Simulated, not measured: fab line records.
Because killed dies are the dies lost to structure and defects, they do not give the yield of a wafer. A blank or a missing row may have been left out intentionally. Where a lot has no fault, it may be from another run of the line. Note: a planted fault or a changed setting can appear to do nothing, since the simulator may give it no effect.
Chamber matching :: flow nandHarc :: NHARC_A_SGD_CUT_ETCH_58 on rieDiel-13 has 4 sister chambers
The step etches the open film in CF4, target depth 39 nm, time 65 s. 14 wafers are shown with their chamber, then 7 later ones without.

## EACH WAFER AND ITS CHAMBER
wafer: L077.3
chamber: 3
showerheadPlenumPTorr (Torr): 1.83
drypumpMotorCurrentA (A): 5.4
oesProductAu (a.u.): 0.993

wafer: L077.4
chamber: 1
showerheadPlenumPTorr (Torr): 1.74
drypumpMotorCurrentA (A): 6.5
oesProductAu (a.u.): 1.013

wafer: L077.5
chamber: 0
showerheadPlenumPTorr (Torr): 1.73
drypumpMotorCurrentA (A): 5.4
oesProductAu (a.u.): 1.004

wafer: L075.2
chamber: 3
showerheadPlenumPTorr (Torr): 1.83
drypumpMotorCurrentA (A): 5.3
oesProductAu (a.u.): 1.001

wafer: L075.4
chamber: 2
showerheadPlenumPTorr (Torr): 1.74
drypumpMotorCurrentA (A): 6.3
oesProductAu (a.u.): 1.016

wafer: L075.5
chamber: 3
showerheadPlenumPTorr (Torr): 1.83
drypumpMotorCurrentA (A): 5.3
oesProductAu (a.u.): 0.990

wafer: L079.1
chamber: 3
showerheadPlenumPTorr (Torr): 1.83
drypumpMotorCurrentA (A): 5.3
oesProductAu (a.u.): 0.992

wafer: L079.4
chamber: 1
showerheadPlenumPTorr (Torr): 1.75
drypumpMotorCurrentA (A): 6.5
oesProductAu (a.u.): 0.993

wafer: L079.5
chamber: 2
showerheadPlenumPTorr (Torr): 1.74
drypumpMotorCurrentA (A): 6.2
oesProductAu (a.u.): 1.019

wafer: L080.1
chamber: 0
showerheadPlenumPTorr (Torr): 1.73
drypumpMotorCurrentA (A): 5.5
oesProductAu (a.u.): 1.022

wafer: L080.2
chamber: 2
showerheadPlenumPTorr (Torr): 1.73
drypumpMotorCurrentA (A): 6.3
oesProductAu (a.u.): 1.037

wafer: L080.6
chamber: 0
showerheadPlenumPTorr (Torr): 1.73
drypumpMotorCurrentA (A): 5.5
oesProductAu (a.u.): 1.022

wafer: L085.3
chamber: 3
showerheadPlenumPTorr (Torr): 1.83
drypumpMotorCurrentA (A): 5.4
oesProductAu (a.u.): 1.009

wafer: L085.5
chamber: 0
showerheadPlenumPTorr (Torr): 1.73
drypumpMotorCurrentA (A): 5.5
oesProductAu (a.u.): 1.003

SIGNATURES, as means of the wafers listed above
reading: showerheadPlenumPTorr
chamber 0: 1.7300
chamber 1: 1.7450
chamber 2: 1.7367
chamber 3: 1.8300
scatter within a chamber: 0.00342

reading: drypumpMotorCurrentA
chamber 0: 5.475
chamber 1: 6.500
chamber 2: 6.267
chamber 3: 5.340
scatter within a chamber: 0.0512

reading: oesProductAu
chamber 0: 1.01275
chamber 1: 1.00300
chamber 2: 1.02400
chamber 3: 0.99700
scatter within a chamber: 0.0103
Rule: distance of a wafer from a chamber = root of the sum over the readings of ((wafer's reading minus chamber's mean) / reading's scatter) squared. The wafer belongs to the nearest chamber; if the next one is less than 2 further off, it can't be placed. The scatter: take each reading less its chamber's mean, square it, sum over the shown wafers, divide by the number of wafers less the number of chambers, and take the root.

## WAFERS WITHOUT THEIR CHAMBER
wafer: L085.6
showerheadPlenumPTorr (Torr): 1.74
drypumpMotorCurrentA (A): 6.5
oesProductAu (a.u.): 0.981

wafer: L087.2
showerheadPlenumPTorr (Torr): 1.73
drypumpMotorCurrentA (A): 5.5
oesProductAu (a.u.): 0.983

wafer: L087.4
showerheadPlenumPTorr (Torr): 1.83
drypumpMotorCurrentA (A): 5.3
oesProductAu (a.u.): 1.009

wafer: L087.5
showerheadPlenumPTorr (Torr): 1.73
drypumpMotorCurrentA (A): 6.2
oesProductAu (a.u.): 1.004

wafer: L095.3
showerheadPlenumPTorr (Torr): 1.74
drypumpMotorCurrentA (A): 6.5
oesProductAu (a.u.): 1.011

wafer: L095.5
showerheadPlenumPTorr (Torr): 1.82
drypumpMotorCurrentA (A): 5.3
oesProductAu (a.u.): 1.017

wafer: L095.6
showerheadPlenumPTorr (Torr): 1.73
drypumpMotorCurrentA (A): 6.3
oesProductAu (a.u.): 0.996

## WHICH CHAMBER EACH WENT THROUGH
wafer: L085.6
from the rows above: 1
in truth: 1

wafer: L087.2
from the rows above: 0
in truth: 0

wafer: L087.4
from the rows above: 3
in truth: 3

wafer: L087.5
from the rows above: 2
in truth: 2

wafer: L095.3
from the rows above: 1
in truth: 1

wafer: L095.5
from the rows above: 3
in truth: 3

wafer: L095.6
from the rows above: 2
in truth: 2
Placed correctly: 7 of 7. Left unplaced by these rows: 0. 0 placed wrongly.
